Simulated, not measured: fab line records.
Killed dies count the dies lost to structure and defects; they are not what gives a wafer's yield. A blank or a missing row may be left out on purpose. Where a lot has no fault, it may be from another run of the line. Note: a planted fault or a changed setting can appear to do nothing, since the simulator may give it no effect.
fab line records	flow n5-finfet
record lots=24	wafers=72	last-day=19
route steps=1938 shown BEOL_M7@1267 BEOL_M8@1349
lots that met no fault: taken from a fault-free run of the same line
start-h: start of the lot's first displayed wafer, in hours after the record's first day	wait-h: hours since the lot's step before	" the same as in the row above	L1.1+2: a single row standing in for several wafers	- no value, or no start was given	* or withheld: withheld	< > ~ a bound
route shown NAME@n: a module of which the file shows steps, and the number in the route of the first	usual: mean/standard deviation taken from wafers without a fault	same: alike in all rows	chamber/n: place in a boat	sites: per-site readings	_std_site: how widely they spread, as a standard deviation	_edge_site: mean of outer sites minus mean of inner sites	radius-mm: how far each site lies from the wafer's centre	mask NAME#n: copy n	behind: the last tool/chamber to shape the wafer	hold: why the lot went on hold/how many hours it stayed there/how the hold came to an end	device: which transistor (n, p or np) failed to switch	end of line: at the end of the route, the tests of the same wafers	step lacking rows: just its recipe	killed: dies that structure and defects cost at the first sort, which is not the same as the wafer's yield	map: per-die view of a wafer (x killed, . not killed, _ where there is no die)
set.NAME: the setting as run; set.NAME@STEP: as run at that earlier step	model.NAME: the simulator's own value behind a step, which no gauge read
the route's steps for a sample of lots (tables are steps, rows are wafers)
services: from which hour (start-h, from the record's first day; less than 0 if before it) a tool's chamber was out of use, for how many hours, and why
## steps
# step N5_BEOL_M7_HM_DEP_02
# recipe material=TiN	target-thk-a=200	temp-c=25	chamber-pressure-pa=0.49996
# usual chamber-pressure-pa=0.5000/0.0011	throttle-valve-pct=30.8/1
lot.wafer	tool	chamber	start-h	wait-h	chamber-pressure-pa	throttle-valve-pct
L075.2	pvd-sputter-01	-	202.54	0.3	0.5004	32.2
L075.3	"	-	"	"	0.5001	29.5
L075.5	"	-	"	"	0.4981	30.7
L074.2	pvd-sputter-03	-	211.15	0.7	0.5001	30.3
L074.3	"	-	"	"	0.5013	31.2
L074.6	"	-	"	"	0.4993	30.9
L076.1	pvd-sputter-01	-	219.64	2.3	0.4990	32.1
L076.4	"	-	"	"	0.5002	29.6
L076.5	"	-	"	"	0.5012	30.7
L077.3	pvd-sputter-01	-	220.52	1.4	0.4991	29.6
L077.5	"	-	"	"	0.4989	30.8
L077.6	"	-	"	"	0.5004	30.6
L078.1	pvd-sputter-03	-	233.29	1.0	0.5009	30.8
L078.2	"	-	"	"	0.5012	31.5
L078.3	"	-	"	"	0.4998	28.8
L079.2	pvd-sputter-01	-	247.57	2.1	0.4985	30.9
L079.4	"	-	"	"	0.5014	30.6
L079.6	"	-	"	"	0.4991	32.2
L082.4	pvd-sputter-03	-	256.60	0.5	0.5001	31.3
L082.5	"	-	"	"	0.5011	28.7
L082.6	"	-	"	"	0.4984	30.2
L081.2	pvd-sputter-02	-	262.43	4.5	0.5001	32.3
L081.3	"	-	"	"	0.4993	30.0
L081.5	"	-	"	"	0.4999	30.1
L080.1	pvd-sputter-01	-	270.88	1.5	0.5005	30.6
L080.2	"	-	"	"	0.5002	29.7
L080.6	"	-	"	"	0.4989	32.0
L083.2	pvd-sputter-01	-	271.46	0.8	0.4991	30.7
L083.3	"	-	"	"	0.4982	29.6
L083.5	"	-	"	"	0.5007	32.4
L084.1	pvd-sputter-03	-	271.59	0.6	0.4988	28.8
L084.4	"	-	"	"	0.4990	30.8
L084.6	"	-	"	"	0.4997	28.8
L085.2	pvd-sputter-02	-	275.45	1.8	0.5013	32.4
L085.3	"	-	"	"	0.5004	31.6
L085.6	"	-	"	"	0.5008	31.6
L086.2	pvd-sputter-01	-	285.23	2.5	0.5007	29.8
L086.3	"	-	"	"	0.5001	32.2
L086.4	"	-	"	"	0.4993	30.9
L088.2	pvd-sputter-02	-	304.13	0.3	0.5031	30.1
L088.5	"	-	"	"	0.5020	30.2
L088.6	"	-	"	"	0.4985	32.2
L087.1	pvd-sputter-01	-	306.96	0.4	0.4977	32.1
L087.2	"	-	"	"	0.5013	30.6
L087.6	"	-	"	"	0.5010	30.8
L091.3	pvd-sputter-01	-	310.37	0.3	0.5025	30.6
L091.4	"	-	"	"	0.5012	32.3
L091.6	"	-	"	"	0.5025	29.5
L089.2	pvd-sputter-02	-	316.57	1.4	0.4991	30.1
L089.4	"	-	"	"	0.5001	31.7
L089.5	"	-	"	"	0.5005	29.8
L092.4	pvd-sputter-01	-	333.93	0.1	0.4990	32.3
L092.5	"	-	"	"	0.5016	29.7
L092.6	"	-	"	"	0.5006	30.6
L090.2	pvd-sputter-01	-	334.38	0.1	0.4985	30.6
L090.3	"	-	"	"	0.5008	29.7
L090.4	"	-	"	"	0.4982	29.6
L093.1	pvd-sputter-01	-	336.90	0.6	0.5008	32.4
L093.2	"	-	"	"	0.5002	31.1
L093.4	"	-	"	"	0.5009	29.7
L095.1	pvd-sputter-03	-	365.01	1.9	0.5002	31.5
L095.4	"	-	"	"	0.4987	28.8
L095.5	"	-	"	"	0.5005	30.9
L094.1	pvd-sputter-03	-	365.29	2.2	0.4978	31.4
L094.2	"	-	"	"	0.4999	30.4
L094.3	"	-	"	"	0.5001	30.6
L096.3	pvd-sputter-02	-	366.18	1.4	0.5000	30.0
L096.5	"	-	"	"	0.4988	32.1
L096.6	"	-	"	"	0.4993	29.8
L097.1	pvd-sputter-02	-	369.40	1.6	0.4994	31.6
L097.5	"	-	"	"	0.4987	32.2
L097.6	"	-	"	"	0.4995	30.2
# step N5_BEOL_M7_INSPECT_30
# recipe mode=adi	inspect-instrument=brightfield
# usual raw-defect-count=413/99
lot.wafer	tool	chamber	start-h	wait-h	raw-defect-count
L075.2	defect-inspect-01	-	205.99	0.0	598
L075.3	"	-	"	"	454
L075.5	"	-	"	"	383
L074.2	defect-inspect-01	-	212.59	0.0	396
L074.3	"	-	"	"	299
L074.6	"	-	"	"	421
L077.3	defect-inspect-02	-	225.02	0.0	459
L077.5	"	-	"	"	546
L077.6	"	-	"	"	434
L076.1	defect-inspect-01	-	225.19	0.1	331
L076.4	"	-	"	"	320
L076.5	"	-	"	"	550
L078.1	defect-inspect-01	-	235.88	0.1	332
L078.2	"	-	"	"	281
L078.3	"	-	"	"	363
L079.2	defect-inspect-02	-	250.76	0.0	442
L079.4	"	-	"	"	523
L079.6	"	-	"	"	410
L082.4	defect-inspect-01	-	263.31	0.0	293
L082.5	"	-	"	"	473
L082.6	"	-	"	"	346
L081.2	defect-inspect-01	-	265.49	0.0	578
L081.3	"	-	"	"	355
L081.5	"	-	"	"	318
L080.1	defect-inspect-02	-	274.87	0.1	349
L080.2	"	-	"	"	391
L080.6	"	-	"	"	432
L083.2	defect-inspect-01	-	275.04	0.0	361
L083.3	"	-	"	"	477
L083.5	"	-	"	"	431
L084.1	defect-inspect-02	-	275.75	0.1	335
L084.4	"	-	"	"	380
L084.6	"	-	"	"	369
L085.2	defect-inspect-01	-	276.89	0.0	462
L085.3	"	-	"	"	508
L085.6	"	-	"	"	425
L086.2	defect-inspect-02	-	288.01	0.0	330
L086.3	"	-	"	"	463
L086.4	"	-	"	"	478
L088.2	defect-inspect-02	-	306.30	0.0	336
L088.5	"	-	"	"	326
L088.6	"	-	"	"	355
L087.1	defect-inspect-02	-	309.52	0.1	393
L087.2	"	-	"	"	265
L087.6	"	-	"	"	529
L091.3	defect-inspect-01	-	313.27	0.0	389
L091.4	"	-	"	"	425
L091.6	"	-	"	"	415
L089.2	defect-inspect-02	-	318.90	0.0	412
L089.4	"	-	"	"	472
L089.5	"	-	"	"	394
L092.4	defect-inspect-02	-	337.23	0.0	246
L092.5	"	-	"	"	257
L092.6	"	-	"	"	331
L090.2	defect-inspect-02	-	339.15	0.0	425
L090.3	"	-	"	"	297
L090.4	"	-	"	"	263
L093.1	defect-inspect-02	-	342.28	0.1	330
L093.2	"	-	"	"	555
L093.4	"	-	"	"	387
L094.1	defect-inspect-02	-	369.09	0.1	308
L094.2	"	-	"	"	402
L094.3	"	-	"	"	397
L095.1	defect-inspect-02	-	369.14	0.1	374
L095.4	"	-	"	"	371
L095.5	"	-	"	"	489
L096.3	defect-inspect-02	-	369.32	0.1	464
L096.5	"	-	"	"	375
L096.6	"	-	"	"	382
L097.1	defect-inspect-01	-	372.25	0.1	500
L097.5	"	-	"	"	607
L097.6	"	-	"	"	447
# step N5_BEOL_M7_PRE_CLEAN_45
# recipe gas=H2/He	time-s=30	temp-c=250
# usual heater-power-w=333/49
lot.wafer	tool	chamber	start-h	wait-h	heater-power-w
L075.2	pvd-sputter-03	-	207.41	0.0	298
L075.3	"	-	"	"	378
L075.5	"	-	"	"	338
L074.2	pvd-sputter-03	-	214.09	0.0	338
L074.3	"	-	"	"	372
L074.6	"	-	"	"	294
L077.3	pvd-sputter-01	-	228.76	0.0	219
L077.5	"	-	"	"	358
L077.6	"	-	"	"	353
L076.1	pvd-sputter-03	-	228.79	0.0	378
L076.4	"	-	"	"	302
L076.5	"	-	"	"	334
L078.1	pvd-sputter-02	-	237.40	0.0	337
L078.2	"	-	"	"	327
L078.3	"	-	"	"	417
L079.2	pvd-sputter-03	-	253.96	0.0	345
L079.4	"	-	"	"	296
L079.6	"	-	"	"	330
L082.4	pvd-sputter-02	-	265.39	0.0	366
L082.5	"	-	"	"	424
L082.6	"	-	"	"	340
L081.2	pvd-sputter-02	-	266.59	0.0	364
L081.3	"	-	"	"	344
L081.5	"	-	"	"	409
L080.1	pvd-sputter-01	-	276.58	0.0	226
L080.2	"	-	"	"	341
L080.6	"	-	"	"	337
L083.2	pvd-sputter-02	-	276.61	0.0	323
L083.3	"	-	"	"	414
L083.5	"	-	"	"	428
L084.1	pvd-sputter-01	-	276.92	0.0	343
L084.4	"	-	"	"	343
L084.6	"	-	"	"	224
L085.2	pvd-sputter-01	-	280.07	0.0	336
L085.3	"	-	"	"	225
L085.6	"	-	"	"	358
L086.2	pvd-sputter-03	-	289.35	0.0	297
L086.3	"	-	"	"	332
L086.4	"	-	"	"	382
L088.2	pvd-sputter-01	-	307.72	0.0	226
L088.5	"	-	"	"	360
L088.6	"	-	"	"	345
L087.1	pvd-sputter-01	-	310.59	0.0	345
L087.2	"	-	"	"	363
L087.6	"	-	"	"	223
L091.3	pvd-sputter-02	-	314.29	0.0	415
L091.4	"	-	"	"	365
L091.6	"	-	"	"	416
L089.2	pvd-sputter-01	-	320.32	0.0	222
L089.4	"	-	"	"	350
L089.5	"	-	"	"	350
L092.4	pvd-sputter-03	-	342.25	0.0	309
L092.5	"	-	"	"	344
L092.6	"	-	"	"	301
L090.2	pvd-sputter-03	-	343.19	0.0	379
L090.3	"	-	"	"	298
L090.4	"	-	"	"	346
L093.1	pvd-sputter-01	-	346.12	0.0	218
L093.2	"	-	"	"	357
L093.4	"	-	"	"	348
L095.1	pvd-sputter-02	-	370.34	0.0	321
L095.4	"	-	"	"	334
L095.5	"	-	"	"	333
L094.1	pvd-sputter-02	-	370.58	0.0	326
L094.2	"	-	"	"	419
L094.3	"	-	"	"	364
L096.3	pvd-sputter-01	-	370.91	0.0	357
L096.5	"	-	"	"	355
L096.6	"	-	"	"	349
L097.1	pvd-sputter-01	-	373.61	0.0	339
L097.5	"	-	"	"	218
L097.6	"	-	"	"	346
# step N5_BEOL_M7_CMP_52
# recipe stop-on=SiCOH_lowk	t-overpolish-s=6.9	down-force-psi=1	platen-rpm=50	clearing-platen-down-force-psi=1.5	clearing-platen-rpm=50	post-cmp-clean=cu-alkaline	target-thk-nm=80	clearing-platen-pad-velocity-m-s=0.99484	pad-velocity-m-s=0.99484
# usual barrier-field-endpoint-s=28.9/0.75	motor-current-A=5.9/0.87	overpolish-run-s=6.900/0.0089	time-to-endpoint-s=63/3.1
# same t-overpolish-s=6.9
lot.wafer	tool	chamber	start-h	wait-h	barrier-field-endpoint-s	motor-current-A	overpolish-run-s	time-to-endpoint-s
L075.3	cmp-01	1	209.12	0.3	28.6	5.9	6.893	61
L075.2	"	2	"	"	29.0	5.1	6.897	61
L075.5	"	3	"	"	30.3	5.2	6.896	67
L074.3	cmp-03	0	218.42	0.2	27.9	8.1	6.910	60
L074.2	"	1	"	"	28.2	6.0	6.898	61
L074.6	"	1	"	"	28.5	5.7	6.902	59
L077.3	cmp-03	1	231.49	0.2	28.8	5.9	6.886	62
L077.6	"	0	"	"	29.2	8.1	6.892	65
L077.5	"	1	"	"	29.2	5.8	6.898	62
L076.1	cmp-03	0	232.51	0.3	27.1	7.5	6.909	59
L076.4	"	1	"	"	28.7	5.7	6.889	61
L076.5	"	3	"	"	28.6	4.9	6.899	64
L078.1	cmp-03	0	243.13	0.3	29.3	7.8	6.903	64
L078.3	"	1	"	"	28.6	6.0	6.887	60
L078.2	"	2	"	"	28.3	6.3	6.896	61
L079.4	cmp-03	3	256.62	0.2	29.5	4.8	6.887	63
L079.2	"	1	"	"	27.8	6.0	6.884	57
L079.6	"	3	"	"	29.4	5.0	6.903	62
L082.4	cmp-01	3	267.18	0.1	31.3	5.1	6.903	71
L082.6	"	3	"	"	29.5	5.5	6.902	66
L082.5	"	0	"	"	28.6	5.2	6.906	62
L081.3	cmp-03	0	268.81	0.2	27.9	8.5	6.891	59
L081.2	"	1	"	"	28.3	5.9	6.892	58
L081.5	"	2	"	"	28.6	6.4	6.896	61
L080.1	cmp-01	0	277.73	0.3	28.6	5.2	6.909	68
L080.2	"	1	"	"	28.5	6.1	6.911	63
L080.6	"	3	"	"	29.1	5.1	6.896	67
L083.2	cmp-01	2	277.93	0.2	28.7	5.4	6.890	62
L083.3	"	0	"	"	29.0	5.4	6.897	67
L083.5	"	2	"	"	28.4	5.5	6.912	64
L084.1	cmp-02	3	278.79	0.3	29.4	6.2	6.911	65
L084.4	"	0	"	"	28.4	6.5	6.914	61
L084.6	"	2	"	"	28.8	6.0	6.916	61
L085.3	cmp-02	1	281.24	0.2	28.1	5.3	6.905	63
L085.2	"	0	"	"	28.8	6.5	6.892	64
L085.6	"	2	"	"	28.5	5.9	6.909	61
L086.2	cmp-01	2	291.58	0.2	27.9	5.6	6.903	58
L086.3	"	3	"	"	30.0	5.0	6.901	65
L086.4	"	0	"	"	29.0	5.2	6.900	60
L088.2	cmp-03	1	309.07	0.2	28.6	6.1	6.903	63
L088.5	"	1	"	"	28.9	6.1	6.890	66
L088.6	"	2	"	"	28.8	6.2	6.905	69
L087.1	cmp-02	0	311.84	0.3	29.2	7.0	6.911	62
L087.2	"	2	"	"	28.8	5.8	6.895	60
L087.6	"	3	"	"	30.1	6.3	6.903	62
L091.4	cmp-02	2	316.80	0.2	28.8	5.7	6.911	59
L091.3	"	3	"	"	29.2	5.8	6.900	63
L091.6	"	0	"	"	29.0	6.6	6.894	63
L089.2	cmp-01	1	323.15	0.2	27.7	6.2	6.906	60
L089.4	"	0	"	"	28.6	5.6	6.907	58
L089.5	"	1	"	"	29.2	6.0	6.900	65
L092.4	cmp-01	2	343.50	0.2	28.0	5.5	6.902	55
L092.6	"	0	"	"	28.8	5.2	6.896	61
L092.5	"	1	"	"	27.7	5.9	6.899	61
L090.3	cmp-03	3	344.37	0.2	29.4	5.0	6.913	65
L090.4	"	0	"	"	29.6	7.6	6.895	65
L090.2	"	2	"	"	28.8	6.0	6.912	62
L093.2	cmp-01	0	347.66	0.2	28.0	5.2	6.897	62
L093.1	"	2	"	"	26.9	5.4	6.899	55
L093.4	"	3	"	"	29.1	5.2	6.890	67
L095.4	cmp-01	0	372.78	0.2	29.3	5.3	6.909	65
L095.1	"	1	"	"	29.8	6.1	6.907	67
L095.5	"	3	"	"	30.5	5.1	6.892	70
L094.2	cmp-02	0	373.14	0.2	28.6	6.6	6.896	62
L094.3	"	2	"	"	27.9	5.9	6.897	61
L094.1	"	3	"	"	28.5	6.4	6.895	64
L096.3	cmp-03	2	373.30	0.2	27.8	5.9	6.897	59
L096.5	"	0	"	"	28.7	7.9	6.903	63
L096.6	"	1	"	"	28.5	6.0	6.908	57
L097.1	cmp-01	2	374.83	0.3	28.1	5.4	6.889	60
L097.6	"	0	"	"	29.3	5.5	6.898	62
L097.5	"	1	"	"	29.5	6.0	6.897	62
# step N5_BEOL_M8_ETCH_61
# recipe chemistry=CF4	target=SiARC	target-depth-a=455	mask-material=CAR-ArF	time-s=75.8	ion-energy-ev=80	pressure-mtorr=40	source-w=545	bias-w=36	Ar_flow_sccm=100	cf4-flow-sccm=100	ends=cleared
# usual drypump-motor-current-A=5.73/0.26	etch-rf-on-time-s=76.0/1.4	oes-product-au=0.71/0.061	rf-vpp-V=184.3/1.1	showerhead-plenum-p-Torr=2.16/0.057	throttle-valve-pct=15.45/0.21
lot.wafer	tool	chamber	start-h	wait-h	drypump-motor-current-A	etch-rf-on-time-s	oes-product-au	rf-hours-counter-h	rf-vpp-V	showerhead-plenum-p-Torr	throttle-valve-pct
L075.2	rie-diel-04	1	211.67	0.0	6.03	74.9	0.79	19	185.5	2.17	15.39
L075.3	"	2	"	"	5.43	76.2	0.58	230	181.7	2.03	16.05
L075.5	"	0	"	"	5.49	77.7	0.56	-	183.8	2.12	15.67
L074.2	rie-diel-05	1	226.12	0.0	5.80	76.9	0.75	32	184.4	2.18	15.12
L074.3	"	3	"	"	5.88	76.6	0.82	4	184.9	2.12	15.48
L074.6	"	3	"	"	5.89	76.3	0.83	-	182.2	2.12	15.48
L077.3	rie-diel-04	0	234.17	0.0	5.47	78.8	0.56	248	183.7	2.12	15.67
L077.5	"	0	"	"	5.45	79.4	0.56	-	183.9	2.12	15.68
L077.6	"	1	"	"	6.07	74.1	0.78	-	184.3	2.17	15.41
L076.1	rie-diel-06	1	234.38	0.0	5.61	74.5	0.71	95	182.9	2.09	15.43
L076.4	"	0	"	"	5.59	75.8	0.70	68	187.4	2.26	15.64
L076.5	"	0	"	"	5.60	75.1	0.71	-	186.9	2.26	15.64
L078.1	rie-diel-06	1	245.61	0.0	5.61	74.9	0.71	98	182.7	2.09	15.45
L078.2	"	2	"	"	5.75	76.8	0.71	60	184.7	2.27	15.27
L078.3	"	3	"	"	5.27	74.9	0.82	14	183.9	2.19	15.08
L079.2	rie-diel-05	3	262.88	0.0	5.88	77.8	0.78	14	183.6	2.12	15.49
L079.4	"	1	"	"	5.82	77.5	0.74	43	185.2	2.18	15.14
L079.6	"	3	"	"	5.88	78.2	0.78	-	184.3	2.12	15.50
L082.4	rie-diel-06	0	268.95	0.0	5.55	75.6	0.70	80	186.1	2.25	15.66
L082.5	"	0	"	"	5.57	75.2	0.70	-	185.5	2.25	15.66
L082.6	"	3	"	"	5.25	74.5	0.80	-	184.1	2.19	15.10
L081.2	rie-diel-05	2	271.80	0.0	6.15	76.2	0.68	104	183.8	2.14	15.73
L081.3	"	1	"	"	5.80	77.3	0.73	47	186.2	2.18	15.15
L081.5	"	0	"	"	5.54	76.2	0.64	-	182.8	2.14	15.38
L080.1	rie-diel-04	3	280.87	0.0	6.02	74.0	0.71	80	186.7	2.26	15.59
L080.2	"	1	"	"	6.03	74.2	0.75	44	184.7	2.16	15.45
L080.6	"	0	"	"	5.41	74.1	0.79	-	184.3	2.12	15.21
L083.2	rie-diel-04	1	281.17	0.0	6.02	74.3	0.75	44	185.8	2.16	15.45
L083.3	"	3	"	"	6.04	73.8	0.71	80	184.3	2.26	15.61
L083.5	"	0	"	"	5.41	74.6	0.80	-	184.4	2.12	15.20
L084.1	rie-diel-05	2	281.36	0.0	6.14	75.2	0.68	107	184.9	2.14	15.75
L084.4	"	3	"	"	5.88	76.5	0.77	20	184.3	2.12	15.50
L084.6	"	2	"	"	6.15	76.3	0.68	-	184.4	2.14	15.75
L085.2	rie-diel-04	3	285.81	0.0	6.03	73.8	0.71	82	185.7	2.26	15.60
L085.3	"	1	"	"	6.04	73.7	0.76	46	184.5	2.16	15.44
L085.6	"	0	"	"	5.43	74.2	0.80	-	183.6	2.12	15.23
L086.2	rie-diel-06	0	294.02	0.0	5.56	76.0	0.68	87	185.7	2.25	15.69
L086.3	"	1	"	"	5.59	75.2	0.68	115	183.9	2.09	15.48
L086.4	"	3	"	"	5.28	73.9	0.79	30	185.5	2.19	15.13
L088.2	rie-diel-06	1	313.10	0.0	5.61	74.2	0.68	125	183.4	2.08	15.50
L088.5	"	0	"	"	5.60	75.1	0.68	-	184.7	2.25	15.72
L088.6	"	1	"	"	5.62	74.3	0.67	-	182.5	2.08	15.50
L087.1	rie-diel-05	1	316.00	0.0	5.78	77.7	0.71	68	184.3	2.17	15.20
L087.2	"	0	"	"	5.60	75.9	0.63	160	184.8	2.13	15.42
L087.6	"	1	"	"	5.80	78.0	0.71	-	184.8	2.17	15.20
L091.3	rie-diel-05	2	321.48	0.0	6.12	77.7	0.66	128	183.0	2.13	15.78
L091.4	"	0	"	"	5.56	77.5	0.62	163	184.7	2.13	15.40
L091.6	"	1	"	"	5.79	78.7	0.70	-	183.6	2.17	15.21
L089.2	rie-diel-05	0	327.37	0.0	5.58	77.1	0.62	166	184.4	2.13	15.41
L089.4	"	2	"	"	6.14	77.6	0.66	131	184.7	2.13	15.81
L089.5	"	0	"	"	5.57	77.1	0.63	-	181.9	2.13	15.42
L092.4	rie-diel-05	1	346.09	0.0	5.79	77.1	0.70	81	183.9	2.17	15.23
L092.5	"	1	"	"	5.80	77.7	0.68	-	184.9	2.17	15.23
L092.6	"	0	"	"	5.59	76.1	0.63	-	183.6	2.13	15.44
L090.2	rie-diel-05	0	346.61	0.0	5.56	76.0	0.62	170	184.9	2.13	15.42
L090.3	"	1	"	"	5.82	78.1	0.69	81	185.0	2.17	15.23
L090.4	"	3	"	"	5.86	77.1	0.72	49	181.9	2.11	15.56
L093.1	rie-diel-04	3	349.78	0.0	6.03	74.6	0.69	97	184.2	2.25	15.65
L093.2	"	1	"	"	6.03	74.2	0.75	54	184.2	2.16	15.45
L093.4	"	2	"	"	5.44	76.1	0.81	12	186.4	2.27	15.58
L095.1	rie-diel-06	2	375.93	0.0	5.74	75.5	0.67	109	184.3	2.25	15.36
L095.4	"	0	"	"	5.58	75.7	0.66	118	184.9	2.24	15.75
L095.5	"	3	"	"	5.25	74.7	0.74	-	185.4	2.18	15.16
L094.1	rie-diel-05	0	376.02	0.0	5.59	76.3	0.62	180	183.0	2.13	15.45
L094.2	"	3	"	"	5.92	77.4	0.72	59	182.8	2.11	15.59
L094.3	"	2	"	"	6.13	76.5	0.65	146	185.5	2.13	15.83
L096.3	rie-diel-05	0	376.66	0.0	5.58	76.2	0.62	181	184.6	2.13	15.45
L096.5	"	1	"	"	5.80	77.1	0.68	-	185.4	2.16	15.24
L096.6	"	0	"	"	5.59	77.4	0.61	-	183.9	2.13	15.45
L097.1	rie-diel-06	0	378.97	0.0	5.58	75.6	0.67	120	183.9	2.24	15.71
L097.5	"	2	"	"	5.76	75.4	0.67	-	185.1	2.25	15.38
L097.6	"	3	"	"	5.27	74.1	0.74	-	185.6	2.18	15.18
# step N5_BEOL_M8_STRIP_67
# recipe chemistry=CF4	resist=SiARC	power-w=300	bias-power-w=75	pressure-mtorr=50	cf4-flow-sccm=150	rf-frequency-hz=6e+07
# usual drypump-motor-current-A=5.73/0.26	oes-product-au=0.83/0.067	rf-vpp-V=271.5/1.4	showerhead-plenum-p-Torr=1.81/0.047	throttle-valve-pct=13.41/0.21
lot.wafer	tool	chamber	start-h	wait-h	drypump-motor-current-A	oes-product-au	rf-hours-counter-h	rf-vpp-V	showerhead-plenum-p-Torr	throttle-valve-pct
L075.2	rie-diel-04	1	211.87	0.0	6.04	0.92	19	271.0	1.81	13.33
L075.3	"	2	"	"	5.45	0.69	230	270.5	1.69	14.02
L075.5	"	0	"	"	5.46	0.68	-	269.3	1.78	13.70
L074.2	rie-diel-05	1	226.33	0.0	5.80	0.89	32	272.9	1.83	13.09
L074.3	"	3	"	"	5.84	0.95	4	270.0	1.78	13.39
L074.6	"	3	"	"	5.87	0.97	-	271.6	1.78	13.38
L077.3	rie-diel-04	0	234.37	0.0	5.46	0.68	248	272.3	1.78	13.68
L077.5	"	0	"	"	5.40	0.68	-	271.4	1.78	13.70
L077.6	"	1	"	"	6.02	0.91	-	271.8	1.81	13.34
L076.1	rie-diel-06	1	234.58	0.0	5.61	0.83	95	269.7	1.76	13.41
L076.4	"	0	"	"	5.55	0.82	68	272.0	1.90	13.62
L076.5	"	0	"	"	5.59	0.82	-	273.5	1.90	13.61
L078.1	rie-diel-06	1	245.81	0.0	5.61	0.82	98	269.1	1.75	13.43
L078.2	"	2	"	"	5.77	0.85	60	273.4	1.89	13.20
L078.3	"	3	"	"	5.26	0.95	15	272.7	1.83	13.02
L079.2	rie-diel-05	3	263.08	0.0	5.90	0.92	15	269.9	1.78	13.41
L079.4	"	1	"	"	5.79	0.87	43	271.7	1.82	13.13
L079.6	"	3	"	"	5.89	0.93	-	271.7	1.78	13.41
L082.4	rie-diel-06	0	269.15	0.0	5.59	0.81	80	273.1	1.89	13.64
L082.5	"	0	"	"	5.58	0.81	-	272.0	1.89	13.65
L082.6	"	3	"	"	5.25	0.93	-	274.5	1.83	13.04
L081.2	rie-diel-05	2	272.00	0.0	6.13	0.80	104	271.3	1.79	13.67
L081.3	"	1	"	"	5.79	0.87	47	270.0	1.82	13.12
L081.5	"	0	"	"	5.57	0.75	-	273.4	1.79	13.39
L080.1	rie-diel-04	3	281.08	0.0	6.00	0.82	80	273.8	1.89	13.54
L080.2	"	1	"	"	6.02	0.87	44	272.0	1.81	13.39
L080.6	"	0	"	"	5.44	0.93	-	269.8	1.78	13.15
L083.2	rie-diel-04	1	281.37	0.0	6.01	0.88	44	272.9	1.81	13.38
L083.3	"	3	"	"	6.03	0.83	81	274.4	1.89	13.54
L083.5	"	0	"	"	5.45	0.92	-	270.5	1.78	13.15
L084.1	rie-diel-05	2	281.57	0.0	6.15	0.80	107	271.7	1.79	13.68
L084.4	"	3	"	"	5.89	0.92	20	270.2	1.77	13.42
L084.6	"	2	"	"	6.12	0.80	-	272.4	1.79	13.68
L085.2	rie-diel-04	3	286.01	0.0	6.05	0.81	82	274.2	1.89	13.55
L085.3	"	1	"	"	6.05	0.87	46	271.2	1.81	13.41
L085.6	"	0	"	"	5.46	0.92	-	270.1	1.78	13.16
L086.2	rie-diel-06	0	294.22	0.0	5.60	0.81	87	274.2	1.89	13.65
L086.3	"	1	"	"	5.60	0.80	115	269.8	1.75	13.44
L086.4	"	3	"	"	5.26	0.91	30	273.3	1.83	13.06
L088.2	rie-diel-06	1	313.30	0.0	5.61	0.78	125	270.6	1.75	13.49
L088.5	"	0	"	"	5.59	0.80	-	274.1	1.89	13.68
L088.6	"	1	"	"	5.60	0.79	-	268.0	1.75	13.49
L087.1	rie-diel-05	1	316.20	0.0	5.80	0.84	68	272.8	1.82	13.20
L087.2	"	0	"	"	5.54	0.74	160	272.1	1.79	13.42
L087.6	"	1	"	"	5.81	0.84	-	271.8	1.82	13.18
L091.3	rie-diel-05	2	321.68	0.0	6.14	0.79	128	271.6	1.78	13.71
L091.4	"	0	"	"	5.56	0.74	163	270.7	1.79	13.43
L091.6	"	1	"	"	5.81	0.83	-	272.1	1.82	13.18
L089.2	rie-diel-05	0	327.57	0.0	5.55	0.73	166	270.8	1.79	13.44
L089.4	"	2	"	"	6.13	0.78	131	271.9	1.78	13.74
L089.5	"	0	"	"	5.55	0.74	-	271.4	1.79	13.45
L092.4	rie-diel-05	1	346.29	0.0	5.79	0.82	81	272.4	1.81	13.19
L092.5	"	1	"	"	5.79	0.83	-	270.1	1.81	13.22
L092.6	"	0	"	"	5.56	0.74	-	270.1	1.79	13.45
L090.2	rie-diel-05	0	346.81	0.0	5.59	0.73	170	271.0	1.79	13.42
L090.3	"	1	"	"	5.80	0.81	81	273.7	1.81	13.19
L090.4	"	3	"	"	5.95	0.86	49	271.2	1.77	13.49
L093.1	rie-diel-04	3	349.99	0.0	6.04	0.80	98	272.5	1.88	13.58
L093.2	"	1	"	"	6.02	0.86	54	271.5	1.80	13.42
L093.4	"	2	"	"	5.43	0.96	12	272.4	1.89	13.50
L095.1	rie-diel-06	2	376.13	0.0	5.73	0.78	110	273.4	1.88	13.32
L095.4	"	0	"	"	5.57	0.77	118	272.4	1.88	13.73
L095.5	"	3	"	"	5.28	0.87	-	272.6	1.82	13.14
L094.1	rie-diel-05	0	376.22	0.0	5.59	0.73	180	272.0	1.79	13.48
L094.2	"	3	"	"	5.94	0.85	59	270.4	1.76	13.54
L094.3	"	2	"	"	6.15	0.77	147	272.8	1.77	13.77
L096.3	rie-diel-05	0	376.86	0.0	5.59	0.73	181	270.7	1.79	13.45
L096.5	"	1	"	"	5.81	0.80	-	270.6	1.81	13.23
L096.6	"	0	"	"	5.57	0.73	-	271.3	1.79	13.49
L097.1	rie-diel-06	0	379.17	0.0	5.56	0.77	120	273.6	1.88	13.73
L097.5	"	2	"	"	5.75	0.78	-	272.9	1.88	13.31
L097.6	"	3	"	"	5.26	0.87	-	272.3	1.82	13.14
## services
tool	chamber	start-h	hours	kind
rie-diel-05	3	184.85	-	clean
rie-diel-05	3	184.85	-	consumable-replace:focus-ring
rie-diel-05	3	184.85	29.9	scheduled-down
rie-diel-05	3	184.85	29.9	vent-cycle
cmp-02	-	190.77	2.5	repair
cmp-03	-	203.97	4.0	pm
cmp-01	-	237.79	4.5	repair
rie-diel-05	-	238.15	0.8	repair
rie-diel-04	0	238.47	-	clean
cmp-03	-	248.53	0.6	repair
pvd-sputter-03	-	256.81	10.5	repair
cmp-01	-	271.38	4.5	repair
rie-diel-04	-	292.12	28.1	pm
cmp-01	-	311.58	2.0	repair
cmp-01	-	317.92	4.0	pm
cmp-01	-	325.08	1.0	repair
rie-diel-04	1	326.00	10.0	repair
rie-diel-05	0	329.85	3.2	repair
rie-diel-05	-	339.29	2.8	pm
cmp-02	-	339.95	0.9	repair
rie-diel-04	-	341.02	0.3	repair
rie-diel-05	1	355.98	1.7	repair
cmp-03	-	366.27	5.1	pm
cmp-02	-	368.98	4.0	pm
## key
fault none
